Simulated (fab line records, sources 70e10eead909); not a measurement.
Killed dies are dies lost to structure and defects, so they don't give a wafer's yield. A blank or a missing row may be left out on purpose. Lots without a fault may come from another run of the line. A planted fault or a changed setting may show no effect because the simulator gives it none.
fab line records | flow nand_harc | part 2 of 2: steps 29 to 37 of 37
record lots=5 wafers=15 last_day=24
route steps=1159 shown A_STAIRCASE@698
lots that met no fault: from a run of the same line without faults
start_h: hours from the record's first day to the start of the lot's first wafer shown | wait_h: hours since the lot's step before | " the same as in the row above | L1.1+2: a row that stands for several wafers | - no value, or no start given | * or withheld: withheld | < > ~ a bound
route shown NAME@n: a module of which the file shows steps, and the number in the route of the first | usual: mean/standard deviation of fault-free wafers | same: alike in all rows | chamber/n: place in a boat | sites: the reading at each site | _std_site: their standard deviation | _edge_site: outer sites' mean less inner sites' | radius_mm: how far each site lies from the wafer's centre | mask NAME#n: copy n | behind: the tool/chamber that last shaped the wafer | hold: why the lot was held/for how many hours/how that ended | device: the transistor (n, p or np) that didn't switch | end of line: the same wafers' tests at the end of the route | a step without rows: its recipe alone | killed: dies lost to structure and defects at the first sort, not the wafer's yield | map: a wafer's dies, x killed, . not, _ none there
set.NAME: the setting as run; set.NAME@STEP: as run at that earlier step | model.NAME: the simulator's own value behind a step, which no gauge read
lots at some steps of the route; a table a step, a row a wafer
services: from which hour (start_h, from the record's first day; less than 0 if before it) a tool's chamber was out of use, for how many hours, and why
## steps
# step NHARC_A_STAIRCASE_PRECLEAN_448
# recipe time_s=* temp_c=50 bath_age_min=0 chemistry=SC1
# usual diw_flow_mL_min=1415/4.2
# columns lot.wafer tool chamber start_h wait_h diw_flow_mL_min
L083.4 wet_bench-07 6 - - 1416
L083.6 " 0 " " 1412
L083.5 " 2 " " 1414
L085.3 wet_bench-07 5 - - 1418
L085.6 " 6 " " 1419
L085.4 " 1 " " 1413
L089.6 wet_bench-07 7 - - 1418
L089.3 " 1 " " 1408
L089.2 " 3 " " 1414
L094.6 wet_bench-09 6 - - 1418
L094.1 " 0 " " 1412
L094.3 " 1 " " 1415
L097.5 wet_bench-07 2 - - 1408
L097.4 " 3 " " 1412
L097.6 " 4 " " 1411
# step NHARC_A_STAIRCASE_SRD_449
# columns lot.wafer tool chamber start_h wait_h
L083.4+6+5 wet_bench-07 6,0,2 - -
L085.3+6+4 wet_bench-07 5,6,1 - -
L089.6+3+2 wet_bench-07 7,1,3 - -
L094.6+1+3 wet_bench-09 6,0,1 - -
L097.5+4+6 wet_bench-07 2,3,4 - -
# step NHARC_A_STAIRCASE_CMP_450
# recipe target_thk_nm=200 material=SiO2
# usual motor_current_A=11.8/1.1
# columns lot.wafer tool chamber start_h wait_h motor_current_A
L083.4 cmp-02 3 365.28 - 12.6
L083.6 " 2 " " 11.1
L083.5 " 3 " " 12.4
L085.4 cmp-02 2 374.81 - 10.7
L085.3 " 3 " " 12.4
L085.6 " 0 " " 11.4
L089.2 cmp-03 2 393.09 - 10.0
L089.3 " 3 " " 11.5
L089.6 " 0 " " 11.3
L094.1 cmp-03 0 420.67 - 11.7
L094.3 " 1 " " 13.9
L094.6 " 3 " " 11.7
L097.4 cmp-03 2 433.96 - 10.5
L097.5 " 3 " " 11.6
L097.6 " 0 " " 11.2
# step NHARC_A_STAIRCASE_CMP_152
# usual motor_current_A=11.9/1.1
# columns lot.wafer tool chamber start_h wait_h motor_current_A
L083.4 cmp-02 3 365.35 0.1 12.0
L083.6 " 2 " " 11.4
L083.5 " 3 " " 11.7
L085.4 cmp-02 2 374.88 0.1 11.5
L085.3 " 3 " " 12.8
L085.6 " 0 " " 11.8
L089.2 cmp-03 2 393.16 0.1 10.8
L089.3 " 3 " " 12.2
L089.6 " 0 " " 11.9
L094.1 cmp-03 0 420.74 0.1 10.7
L094.3 " 1 " " 15.1
L094.6 " 3 " " 11.2
L097.4 cmp-03 2 434.04 0.1 11.1
L097.5 " 3 " " 11.5
L097.6 " 0 " " 12.0
# step NHARC_A_STAIRCASE_SRD_154
# columns lot.wafer tool chamber start_h wait_h
L083.6+5+4 wet_bench-09 0,2,4 365.62 0.0
L085.6+4+3 wet_bench-07 3,4,6 375.15 0.0
L089.3+2+6 wet_bench-09 2,3,4 393.43 0.0
L094.3+6+1 wet_bench-09 3,6,7 421.02 0.0
L097.4+5+6 wet_bench-07 2,4,5 434.28 0.0
# step NHARC_A_STAIRCASE_ETCH_403
# recipe target_depth_a=1082 chemistry=dHF material=SiO2
# columns lot.wafer tool chamber start_h wait_h
L083.6+5+4 wet_bench-09 0,2,4 365.65 0.0
L085.6+4+3 wet_bench-07 3,4,6 375.18 0.0
L089.3+2+6 wet_bench-09 2,3,4 393.45 0.0
L094.3+6+1 wet_bench-09 3,6,7 421.04 0.0
L097.4+5+6 wet_bench-07 2,4,5 434.31 0.0
# step NHARC_A_STAIRCASE_ETCHBACK_422
# recipe target_depth_a=400 over_etch_frac=0.3 time_s=74.286 ion_energy_ev=120 ch3f_flow_sccm=50 o2_flow_sccm=30 ar_flow_sccm=200 rf_w=500 bias_w=100 chemistry=CH3F/O2
# usual chamber_pressure_mTorr=24.998/0.025 drypump_motor_current_A=5.6/0.43 oes_product_au=0.97/0.038 rf_vpp_V=244.6/1.3 showerhead_plenum_p_Torr=2.48/0.077 throttle_valve_pct=20.663/0.0089
# columns lot.wafer tool chamber start_h wait_h chamber_pressure_mTorr drypump_motor_current_A oes_product_au rf_hours_counter_h rf_vpp_V showerhead_plenum_p_Torr throttle_valve_pct
L083.4 rie_diel-09 2 365.81 0.1 24.964 5.4 0.91 35 243.6 2.47 20.658
L083.5 " 1 " " 24.974 6.7 0.93 - 245.7 2.56 20.656
L083.6 " 2 " " 24.975 5.4 0.92 - 244.9 2.47 20.662
L085.3 rie_diel-09 3 375.33 0.1 25.003 5.7 0.94 41 243.0 2.36 20.681
L085.4 " 0 " " 25.009 5.5 0.94 43 246.2 2.57 20.658
L085.6 " 0 " " 24.963 5.5 0.92 - 245.5 2.57 20.671
L089.2 rie_diel-11 0 393.61 0.2 25.028 6.0 0.98 5 243.1 2.44 20.662
L089.3 " 1 " " 25.001 5.4 1.00 6 241.3 2.32 20.675
L089.6 " 3 " " 25.009 5.0 0.99 - 243.2 2.42 20.654
L094.1 rie_diel-09 1 421.19 0.1 24.975 6.8 0.92 56 246.4 2.55 20.673
L094.3 " 0 " " 24.981 5.5 0.92 57 245.5 2.56 20.657
L094.6 " 2 " " 25.013 5.4 0.92 - 244.6 2.47 20.660
L097.4 rie_diel-11 0 434.47 0.2 25.001 6.0 0.92 19 243.5 2.43 20.663
L097.5 " 3 " " 24.991 5.0 0.92 - 242.7 2.41 20.656
L097.6 " 0 " " 24.953 6.0 0.92 - 242.7 2.43 20.664
# step NHARC_A_STAIRCASE_ETCH_423
# recipe target_depth_a=300 chemistry=dHF material=SiO2
# columns lot.wafer tool chamber start_h wait_h
L083.4+5+6 wet_bench-06 5,6,0 365.97 0.1
L085.6+3+4 wet_bench-07 5,7,2 375.49 0.1
L089.6+3+2 wet_bench-07 2,5,6 393.78 0.1
L094.1+3+6 wet_bench-09 0,1,3 421.37 0.2
L097.5+6+4 wet_bench-07 3,6,7 434.62 0.1
# step NHARC_A_STAIRCASE_ETCHBACK_157
# recipe target_depth_a=900 over_etch_frac=0.3 time_s=167.14 ion_energy_ev=120 ch3f_flow_sccm=50 o2_flow_sccm=30 ar_flow_sccm=200 rf_w=500 bias_w=100 chemistry=CH3F/O2
# usual chamber_pressure_mTorr=25.000/0.023 drypump_motor_current_A=5.7/0.43 oes_product_au=0.97/0.036 rf_vpp_V=244.6/1.3 showerhead_plenum_p_Torr=2.48/0.073 throttle_valve_pct=20.662/0.0089
# columns lot.wafer tool chamber start_h wait_h chamber_pressure_mTorr drypump_motor_current_A oes_product_au rf_hours_counter_h rf_vpp_V showerhead_plenum_p_Torr throttle_valve_pct
L083.4 rie_diel-11 1 366.22 0.2 25.031 5.4 0.93 57 242.8 2.32 20.656
L083.5 " 2 " " 25.005 6.0 0.93 - 244.4 2.52 20.663
L083.6 " 3 " " 24.950 5.0 0.93 - 243.6 2.42 20.665
L085.3 rie_diel-04 2 375.71 0.2 24.977 5.6 1.02 33 245.5 2.55 20.661
L085.4 " 3 " " 25.010 6.1 1.00 31 243.2 2.43 20.664
L085.6 " 2 " " 24.982 5.6 1.02 - 244.0 2.55 20.655
L089.3 rie_diel-11 2 393.98 0.2 25.007 6.0 0.99 7 244.9 2.52 20.676
L089.2 " 0 " " 25.018 6.0 1.01 5 244.7 2.44 20.643
L089.6 " 1 " " 25.043 5.3 1.01 - 241.1 2.32 20.661
L094.1 rie_diel-09 3 421.57 0.2 25.014 5.7 0.94 55 243.8 2.36 20.661
L094.3 " 0 " " 24.989 5.5 0.94 57 246.9 2.56 20.657
L094.6 " 3 " " 25.006 5.7 0.94 - 245.0 2.36 20.664
L097.4 rie_diel-04 3 434.85 0.2 25.041 6.0 0.92 53 243.1 2.42 20.665
L097.5 " 2 " " 24.994 5.6 0.94 - 245.4 2.54 20.665
L097.6 " 3 " " 25.018 6.1 0.93 - 243.7 2.42 20.661
## services
# columns tool chamber start_h hours kind
cmp-02 - 296.86 4.4 repair
krf_scanner-04 - 299.01 4.0 pm
rie_diel-09 - 303.60 1.2 repair
wet_bench-06 - 305.60 8.0 pm
rie_diel-11 0 306.40 2.2 repair
lpcvd-01 - 316.31 26.0 pm
cmp-02 - 324.68 4.0 pm
pecvd-01 0 328.75 6.2 repair
litho_track-02 - 340.00 7.0 pm
cmp-03 - 352.02 4.0 pm
rie_diel-11 1 352.19 8.8 repair
cmp-03 - 357.14 6.1 repair
ald_hk-04 - 364.97 10.0 pm
rie_diel-11 - 367.85 9.0 pm
rie_diel-09 - 376.62 0.7 repair
litho_track-03 - 388.00 7.0 pm
cmp-02 - 389.09 6.8 repair
rie_diel-09 - 407.74 0.8 repair
litho_track-05 - 412.00 7.0 pm
rie_diel-09 - 414.50 0.5 repair
pecvd-01 - 418.61 13.0 pm
lpcvd-01 - 422.66 1.5 repair
cmp-02 - 422.75 4.0 pm
rie_diel-09 - 432.03 9.0 pm
